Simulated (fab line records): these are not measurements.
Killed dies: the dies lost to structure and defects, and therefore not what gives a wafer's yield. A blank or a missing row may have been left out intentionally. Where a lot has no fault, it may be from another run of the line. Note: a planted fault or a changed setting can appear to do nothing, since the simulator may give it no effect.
Split-lot trial    flow n5_finfet    39 wafers read across 7 lots, on a route 1938 steps long

== THE SPLIT ==
At N5_HKMG_FIN_ETCH_55 (etches SOC in N2/H2, target depth 240 nm, time 300 s), the setting bias_w was moved away from the recipe's 150 W on 18 of the 39 wafers read, by -18.4% to +17.7%. The other wafers ran this setting at the recipe's value.

The split's own step is where the reading is taken.

== THE READING ==
rf_vpp_V, in V, at N5_HKMG_FIN_ETCH_55 (etches SOC in N2/H2, target depth 240 nm, time 300 s). Typical for fault-free wafers on this fab line: 525.5 V, with standard deviation 2.4 V.

wafer   tool, chamber at the split  bias_w as run, W  against the recipe  rf_vpp_V, V  against lot-mates on the recipe
L076.1  rie_diel-02, 0              164.5             +9.7%               559.8        +34.6
L076.2  rie_diel-02, 3              150               recipe              527.0        -
L076.3  rie_diel-02, 2              150               recipe              520.9        -
L076.4  rie_diel-02, 1              164.5             +9.7%               554.3        +29.1
L076.5  rie_diel-02, 3              150               recipe              527.8        -
L076.6  rie_diel-02, 2              164.5             +9.7%               550.9        +25.7
L085.1  rie_diel-03, 2              150               recipe              529.6        -
L085.2  rie_diel-03, 3              138.1             -7.9%               498.1        -29.9
L085.3  rie_diel-03, 1              138.1             -7.9%               500.3        -27.7
L085.4  rie_diel-03, 2              150               recipe              527.3        -
L085.5  rie_diel-03, 3              138.1             -7.9%               497.0        -31.0
L085.6  rie_diel-03, 1              150               recipe              527.0        -
L086.1  rie_diel-03, 3              176.6             +17.7%              581.2        +53.0
L086.2  rie_diel-03, 2              150               recipe              529.4        -
L086.3  rie_diel-03, 1              176.6             +17.7%              585.6        +57.4
L086.4  rie_diel-03, 1              150               recipe              526.3        -
L086.5  rie_diel-03, 3              176.6             +17.7%              582.1        +53.9
L086.6  rie_diel-03, 2              150               recipe              528.8        -
L089.1  rie_diel-02, 3              124.2             -17.2%              468.6        -53.4
L089.2  rie_diel-02, 2              124.2             -17.2%              461.6        -60.4
L089.3  rie_diel-02, 1              150               recipe              522.6        -
L089.4  rie_diel-02, 0              124.2             -17.2%              467.4        -54.6
L089.5  rie_diel-02, 2              150               recipe              520.8        -
L089.6  rie_diel-02, 1              150               recipe              522.5        -
L090.1  rie_diel-05, 2              122.4             -18.4%              462.6        -62.3
L090.2  rie_diel-05, 3              150               recipe              525.8        -
L090.3  rie_diel-05, 0              150               recipe              527.7        -
L090.4  rie_diel-05, 1              150               recipe              521.2        -
L090.5  rie_diel-05, 0              122.4             -18.4%              462.6        -62.3
L090.6  rie_diel-05, 3              122.4             -18.4%              461.1        -63.8
L094.1  rie_diel-05, 1              150               recipe              522.5        -
L094.2  rie_diel-05, 2              123.2             -17.9%              463.6        -60.6
L094.3  rie_diel-05, 0              123.2             -17.9%              465.3        -58.9
L094.4  rie_diel-05, 1              150               recipe              522.4        -
L094.5  rie_diel-05, 0              123.2             -17.9%              464.9        -59.3
L094.6  rie_diel-05, 2              150               recipe              527.6        -
L095.1  rie_diel-02, 3              150               recipe              527.1        -
L095.2  rie_diel-02, 1              150               recipe              523.5        -
L095.5  rie_diel-02, 0              150               recipe              526.2        -

FIT RESULTS
A straight line over all 39 wafers: rf_vpp_V changes by +3.35 V for each +1% of bias_w; r = +1.00; the points scatter about the line by 2.8 V.
The same after taking each lot's own level away (the mean of its wafers on the recipe; 39 wafers): +3.26 V for each +1%; r = +1.00; scatter 2.6 V.
According to that fit, moving bias_w by its largest amount changes the reading by 60 V.
From 521.97 to 528.17 V: that is the span of the lots' own levels, equal to 2.6 times the standard deviation above.
So the lot-to-lot level changes the slope little: the two slopes agree.
Check: -60.8 V against its lot-mates is what the line predicts for one of the wafers moved furthest among these (-18.4%) when that wafer is left out of the fit. Against them it came out at -62.3 V.
Tool readings at the split's step, against how far the setting was moved: rf_vpp_V r = +1.00.

== FURTHER SPLITS ON THESE WAFERS ==
These wafers also went through other splits before the reading. Each is held against what the fit with the lots' levels taken away leaves over:
other split on the same wafers   wafers away from the commonest value  r with rf_vpp_V (lot level and that fit taken away)
N5_FIN_SAQP_FIN_ETCH_36 bias_w   15                                    -0.04
N5_DUMMY_GATE_EXPOSE_12 dose_mj  9                                     -0.12
N5_SPACER0_ALD_08 target_thk_a   18                                    -0.10
N5_SD_EPI_N_ETCH_35 time_s       18                                    +0.10

== THE WHOLE CHAIN: every reading that the file lists as answering this split, in the file's order ==
step                 what it does                                          reading                                                                            change (the file's fit)                r (the file's)
N5_HKMG_FIN_ETCH_55  etches SOC in N2/H2, target depth 240 nm, time 300 s  rf_vpp_V                                                                           +3.28 V for each +1% of the setting    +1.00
N5_HKMG_FIN_ETCH_55  etches SOC in N2/H2, target depth 240 nm, time 300 s  etch.depth_nm (the simulator's own value, which no gauge read)                     +1.18 nm for each +1% of the setting   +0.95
N5_HKMG_FIN_ETCH_55  etches SOC in N2/H2, target depth 240 nm, time 300 s  HKMG_FIN.feature_depth_nm (the simulator's own value, which no gauge read)         +1.18 nm for each +1% of the setting   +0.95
N5_HKMG_FIN_ETCH_55  etches SOC in N2/H2, target depth 240 nm, time 300 s  SiARC_of_HKMG_FIN_COAT_42.thk_nm (the simulator's own value, which no gauge read)  -0.174 nm for each +1% of the setting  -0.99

== THE FILE'S OWN FIT ==
rf_vpp_V changes by +3.28 V for each +1% of bias_w, r = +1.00.
